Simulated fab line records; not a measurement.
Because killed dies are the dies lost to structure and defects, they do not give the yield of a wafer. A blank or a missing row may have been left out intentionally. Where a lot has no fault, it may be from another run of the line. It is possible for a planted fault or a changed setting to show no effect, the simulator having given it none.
Struck lot and sound lot, side by side | flow nand harc | 14 steps out of a route of 1302
Sound: these wafers, L925.2, L925.4, L925.6. Struck: wafer L934.1. (L934.2, L934.5 of the same lot were not struck and are left out.) The cause comes at the end.
For every step that has rows: the tool of each side, followed by ch and its chambers, followed by its first start. Under that, the readings that differ: sound wafers | struck wafers | difference of the means | sigmas: that difference in standard deviations of wafers without a fault.
alike: readings with means less than 2 such deviations apart, plus words and numbers identical on both sides. not compared: withheld readings, readings lacking a value on some wafer, bounds such as >300 that could conceal the same value, and numbers that have no deviation in the record and whose values overlap.
The two part at a step that has a row with sigmas, a row that says differs or no value, or rows on one side only. Numbers that don't overlap but have no deviation are shown without sigmas and don't part them. A reading that every wafer of one side lacks parts them only if that side has two wafers or more.

NHARC_A_ZERO_WELL_INSPECT_17:
  sound on defect inspect-02, day 7 14:20; struck on defect inspect-01, day 10 20:43
  alike: raw defect count
then, 3 steps without rows for these wafers: NHARC_A_SOURCE_PLATE_PRECLEAN_00 (cleans in HF-LAST, time 60 s); NHARC_A_SOURCE_PLATE_SRD_01; NHARC_A_SOURCE_PLATE_OXIDE_02 (material SiO2, target thk 10 nm, ox time 1362 s).
NHARC_A_SOURCE_PLATE_THK_MEAS_09: measures by ellipsometry.
  sound on film metro-02, day 7 21:07; struck on film metro-01, day 11 05:10
  alike: thk nm
then, 3 steps without rows for these wafers: NHARC_A_SOURCE_PLATE_PVD_04 (deposits WSi2, target thk 50 nm); NHARC_A_SOURCE_PLATE_CVD_03 (deposits poly-Si, target thk 200 nm, time 4000 s); NHARC_A_SOURCE_PLATE_ANNEAL_05 (time 1800 s).
NHARC_A_SOURCE_PLATE_THK_MEAS_06: measures by ellipsometry.
  sound on film metro-02, day 8 10:17; struck on film metro-01, day 11 19:01
  alike: thk nm
NHARC_A_SOURCE_PLATE_INSPECT_08:
  sound on defect inspect-02, day 8 10:24; struck on defect inspect-02, day 11 19:05
  alike: raw defect count
NHARC_A_ONON_D1_DEP_00: target thk 1000 nm.
  sound on pecvd onon-02 ch 0, day 8 10:31; struck on pecvd onon-02 ch 0, day 11 19:08
NHARC_A_ONON_D1_THK_MEAS_02: measures by ellipsometry.
  sound on film metro-02, day 8 10:58; struck on film metro-01, day 11 19:39
  reading     | sound         | struck | difference | sigmas
  thk nm (nm) | 1003 1001 999 | 1791   | +790       | +83
next comes 1 step that has no rows for these wafers: NHARC_A_ONON_D1_DEP_03 (target thickness 1000 nm).
-- jump in the record: it breaks off in module A_ONON_D1 and resumes in module END (first step shown: number 1302 of the route), and 16 days separate the struck wafers' starts before and after --
NHARC_END_SORT_01:
  sound on prober-02 ch 0, day 25 03:44; struck on prober-01 ch 0, day 28 06:34
  reading         | sound    | struck | difference | sigmas
  killed at array | 45 39 44 | 673    | +630       | +37
  killed dies     | 53 47 51 | 677    | +627       | +37
  alike: killed at other, killed at periphery, killed open, killed short

## WHERE THEY PART
First at NHARC_A_ONON_D1_THK_MEAS_02; last, within this record, at NHARC_END_SORT_01.

WHY: what had been put in by the simulator
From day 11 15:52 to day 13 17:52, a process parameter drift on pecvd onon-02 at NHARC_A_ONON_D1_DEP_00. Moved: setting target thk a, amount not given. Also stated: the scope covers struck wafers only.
